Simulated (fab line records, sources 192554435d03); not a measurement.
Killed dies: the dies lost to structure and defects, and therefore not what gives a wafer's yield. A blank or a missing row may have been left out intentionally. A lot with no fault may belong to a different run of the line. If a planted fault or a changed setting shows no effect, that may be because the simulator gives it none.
Split-lot study    flow n5_finfet    on a route of 1938 steps: 7 lots, 39 wafers read

## SPLIT DETAILS
At N5_BEOL_M5_DEP_56 (deposits SiCN from 3MS/NH3, target thk 8 nm, time 14 s), the setting target_thk_a was moved away from the recipe's 80 angstrom on 12 of the 39 wafers read, by -42.3% to +25.1%. For the rest of the wafers, this setting stayed at what the recipe calls for.

The split's own step is where the reading is taken.

## THE READING
SiCN_of_BEOL_M5_DEP_56.thk_nm (the simulator's own value, which no gauge read), in nm, at N5_BEOL_M5_DEP_56 (deposits SiCN from 3MS/NH3, target thk 8 nm, time 14 s). The file does not state a usual value for it. Across the 27 wafers here that went through the recipe, the average is 8.0 nm and the standard deviation 0.16 nm.

wafer   tool, chamber at the split  target_thk_a as run, angstrom  against the recipe  SiCN_of_BEOL_M5_DEP_56.thk_nm, nm  against lot-mates on the recipe
L076.1  pecvd-01, 0,1,2,2           80                             recipe              8                                  -
L076.2  pecvd-01, 0,1,2,2           80                             recipe              8                                  -
L076.3  pecvd-01, 0,1,2,2           80                             recipe              8                                  -
L076.6  pecvd-01, 0,1,2,2           80                             recipe              8                                  -
L076.4  pecvd-01, 1                 80                             recipe              8.2                                -
L076.5  pecvd-01, 0                 80                             recipe              7.8                                -
L077.1  pecvd-02, 1,1,0             80                             recipe              8                                  -
L077.4  pecvd-02, 1,1,0             80                             recipe              8                                  -
L077.6  pecvd-02, 1,1,0             80                             recipe              8                                  -
L077.2  pecvd-02, 0,2               80                             recipe              7.8                                -
L077.5  pecvd-02, 0,2               80                             recipe              7.8                                -
L077.3  pecvd-02, 2                 80                             recipe              7.6                                -
L080.3  pecvd-03, 0                 80                             recipe              7.6                                -
L080.5  pecvd-03, 1,0               80                             recipe              8                                  -
L080.6  pecvd-03, 1,0               80                             recipe              8                                  -
L078.1  pecvd-02, 2,1               93.21                          +16.5%              9.2                                +1.3
L078.6  pecvd-02, 2,1               93.21                          +16.5%              9.2                                +1.3
L078.2  pecvd-02, 1,2               80                             recipe              7.8                                -
L078.4  pecvd-02, 1,2               80                             recipe              7.8                                -
L078.3  pecvd-02, 1                 80                             recipe              8                                  -
L078.5  pecvd-02, 2                 93.21                          +16.5%              9                                  +1.1
L083.1  pecvd-01, 2                 92.54                          +15.7%              9.2                                +1.1
L083.2  pecvd-01, 0,1               80                             recipe              8                                  -
L083.3  pecvd-01, 0,1               80                             recipe              8                                  -
L083.4  pecvd-01, 0,1               92.54                          +15.7%              9.4                                +1.3
L083.6  pecvd-01, 0,1               92.54                          +15.7%              9.4                                +1.3
L083.5  pecvd-01, 2                 80                             recipe              8.4                                -
L093.1  pecvd-03, 2                 46.13                          -42.3%              4.4                                -3.6
L093.2  pecvd-03, 1,0,2             80                             recipe              8                                  -
L093.4  pecvd-03, 1,0,2             80                             recipe              8                                  -
L093.5  pecvd-03, 1,0,2             80                             recipe              8                                  -
L093.3  pecvd-03, 0,1               46.13                          -42.3%              4.6                                -3.4
L093.6  pecvd-03, 0,1               46.13                          -42.3%              4.6                                -3.4
L095.1  pecvd-02, 0,1               100.1                          +25.1%              10                                 +1.9
L095.3  pecvd-02, 0,1               100.1                          +25.1%              10                                 +1.9
L095.2  pecvd-02, 2                 80                             recipe              8                                  -
L095.5  pecvd-02, 2                 80                             recipe              8                                  -
L095.4  pecvd-02, 1                 80                             recipe              8.2                                -
L095.6  pecvd-02, 0                 100.1                          +25.1%              10.2                               +2.1
Where a row lists several chambers, the file gives one row for several wafers and doesn't say which wafer went through which chamber.

THE FIT
A straight line over all 39 wafers: SiCN_of_BEOL_M5_DEP_56.thk_nm changes by +0.0812 nm for each +1% of target_thk_a; r = +0.99; the points scatter about the line by 0.16 nm.
The same after taking each lot's own level away (the mean of its wafers on the recipe; 39 wafers): +0.0805 nm for each +1%; r = +0.99; scatter 0.13 nm.
That fit puts the effect of the largest move of target_thk_a on the reading at 3.4 nm.
From 7.87 to 8.13 nm: that is the span of the lots' own levels, equal to 1.6 times the standard deviation above.
The two slopes agree, so the slope changes little with the lot-to-lot level.
Check: -3.37 nm against its lot-mates is what the line predicts for one of the wafers moved furthest among these (-42.3%) when that wafer is left out of the fit. It came out at -3.6 nm against them.

## THESE WAFERS: OTHER SPLITS
Other splits were also applied to these wafers ahead of the reading. Each is held against what the fit with the lots' levels taken away leaves over:
other split on the same wafers           wafers away from the commonest value  r with SiCN_of_BEOL_M5_DEP_56.thk_nm (lot level and that fit taken away)
N5_GATE_CUT_HM_DEP_46 target_thk_a       12                                    -0.22
N5_MOL_CONTACT_COAG_ETCHBACK_135 time_s  15                                    +0.08
N5_BEOL_M2_ETCHBACK_99 time_s            15                                    +0.04
N5_BEOL_M5_HM_DEP_02 target_thk_a        15                                    -0.04

## THE FILE'S OWN FIT
SiCN_of_BEOL_M5_DEP_56.thk_nm changes by +0.0805 nm for each +1% of target_thk_a, r = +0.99.
